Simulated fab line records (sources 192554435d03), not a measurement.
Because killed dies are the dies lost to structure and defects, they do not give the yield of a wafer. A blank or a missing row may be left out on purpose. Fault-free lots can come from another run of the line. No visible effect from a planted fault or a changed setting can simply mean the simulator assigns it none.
Struck lot and sound lot, side by side -- flow n5_finfet -- 37 out of 1938 route steps
Sound: these wafers, L273.3, L273.5, L273.6. Wafers struck: L280.2, L280.4. Last of all comes the cause.
Order at every step that has rows: each side's tool, ch and its chambers, its first start. Under that, the readings that differ: sound wafers -- struck wafers -- difference of the means -- sigmas: that difference in standard deviations of wafers without a fault.
alike: same words and numbers on both sides, and readings whose means sit less than 2 such deviations apart. not compared: any withheld reading, any reading some wafer has no value for, any bound like >300 that may hide the same value, and any number with overlapping values for which the record gives no deviation.
A row with sigmas, a row that says differs or no value, or rows on one side alone: a step with any of these is where the two part. Numbers that have no deviation but don't overlap get no sigmas and don't part them. Lack of a reading on every wafer of one side parts them only where that side has two or more wafers.

first, 9 steps without rows for these wafers: N5_BEOL_M13_PRE_CLEAN_42 (time 30 s); N5_BEOL_M13_SPUTTER_43 (material TaN, target thk 15 nm, time 24.19 s); N5_BEOL_M13_SPUTTER_44 (material Ta, target thk 10 nm, time 16.13 s); N5_BEOL_M13_SPUTTER_45 (material Cu, target thk 80 nm, time 13.33 s); N5_BEOL_M13_ECD_47 (material Cu, target thk 936 nm); N5_BEOL_M13_ANNEAL_48 (time 90 s); N5_BEOL_M13_CMP_49 (polishes, stops on SiOC, t overpolish 17.1 s, target thk 420 nm); N5_BEOL_M13_PRE_CLEAN_52 (time 15 s); N5_BEOL_M13_DEP_53 (deposits SiCN from 3MS/NH3, target thk 50 nm, time 17.8 s).
N5_BEOL_M14_ILD_DEP_00: deposits SiO2 from TEOS/O2, target thk 1119.3 nm, time 237.4 s.
  sound on pecvd-02 ch 0,1,2, day 12 17:14; struck on pecvd-02 ch 2, day 15 05:37
reading,sound,struck,difference,sigmas
run_length_s (s),281.2 279.6 280.1,257.0 257.0,-23.3,-42
model.SiO2_of_BEOL_M14_ILD_DEP_00.thk_nm (nm),1127 1143 1146,1007 1023,-124,
  alike: heater_power_w, showerhead_plenum_p_Torr, throttle_valve_pct
N5_BEOL_M14_THK_MEAS_01:
  sound on film_metro-01, day 12 17:25; struck on film_metro-01, day 15 05:48
reading,sound,struck,difference,sigmas
M14_ILD_THK (nm),1127 1143 1146,1008 1023,-123,-8
then, 10 steps without rows for these wafers: N5_BEOL_M14_COAT_58 (time 60 s, resist thk 89 nm); N5_BEOL_M14_COAT_04 (resist thk 800 nm); N5_BEOL_M14_EBR_06; N5_BEOL_M14_SOFTBAKE_05 (time 60 s); N5_BEOL_M14_EXPOSE_07 (exposes mask V13); N5_BEOL_M14_PEB_08 (peb time 90 s); N5_BEOL_M14_DEVELOP_09 (develop time 45 s); N5_BEOL_M14_HARDBAKE_14 (time 120 s); N5_BEOL_M14_DESCUM_15 (chemistry O2, time 7.9 s); N5_BEOL_M14_ETCH_59 (etches BARC in N2/H2, target depth 89 nm, overetch 26.7 nm, time 67.9 s).
N5_BEOL_M14_VIA_ETCH_16: etches SiO2 in C4F8/O2/Ar, target depth 1231.3 nm.
  sound on rie_diel-06 ch 1,2,3, day 12 18:00; struck on rie_diel-05 ch 1,3, day 15 06:25
reading,sound,struck,difference,sigmas
model.etch.depth_nm (nm),1127 1143 1146,1007 1023,-124,
model.coat_of_BEOL_M14_COAT_04.thk_nm (nm),447.2 449 446.4,483.6 479.2,+33.9,
  alike: chamber_pressure_mTorr, drypump_motor_current_A, oes_f_703_au, oes_product_au, rf_vpp_V, showerhead_plenum_p_Torr, throttle_valve_pct
then, 13 steps without rows for these wafers: N5_BEOL_M14_STRIP_63 (strips in O2); N5_BEOL_M14_STRIP_64 (strips in O2); N5_BEOL_M14_STRIP_71 (strips in post etch residue remover, time 60 s); N5_BEOL_M14_SRD_72 (time 30 s, dry time 30 s); N5_BEOL_M14_COAT_65 (time 60 s, resist thk 450 nm); N5_BEOL_M14_COAT_66 (time 60 s, resist thk 110 nm); N5_BEOL_M14_COAT_22 (resist thk 300 nm); N5_BEOL_M14_EBR_24; N5_BEOL_M14_SOFTBAKE_23 (time 60 s); N5_BEOL_M14_EXPOSE_25 (exposes mask M14, target cd 280 nm); N5_BEOL_M14_PEB_26 (peb time 90 s); N5_BEOL_M14_DEVELOP_27 (develop time 45 s); N5_BEOL_M14_HARDBAKE_32 (time 120 s).
N5_BEOL_M14_CMP_49: polishes, stops on SiO2, t overpolish 5.2 s, target thk 560 nm.
  sound on cmp-01 ch 1,2,3, day 13 00:46; struck on cmp-01 ch 1,2, day 15 12:55
reading,sound,struck,difference,sigmas
model.SiO2_of_BEOL_M14_ILD_DEP_00.thk_nm (nm),1048 1062 1065,927.4 945.6,-121.8,
  alike: clearing_platen_down_force_psi, motor_current_A
following that, these wafers have no rows for 1 step: N5_PASSIVATION_PROBE_49.

WHERE THEY PART
First at N5_BEOL_M14_ILD_DEP_00; last, within this record, at N5_BEOL_M14_THK_MEAS_01. Later steps at which nothing parts them and some readings are alike: N5_BEOL_M14_VIA_ETCH_16, N5_BEOL_M14_CMP_49.

WHY: what the simulator had put in
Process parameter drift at N5_BEOL_M14_ILD_DEP_00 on pecvd-02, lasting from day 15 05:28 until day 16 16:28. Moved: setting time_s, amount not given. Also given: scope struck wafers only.
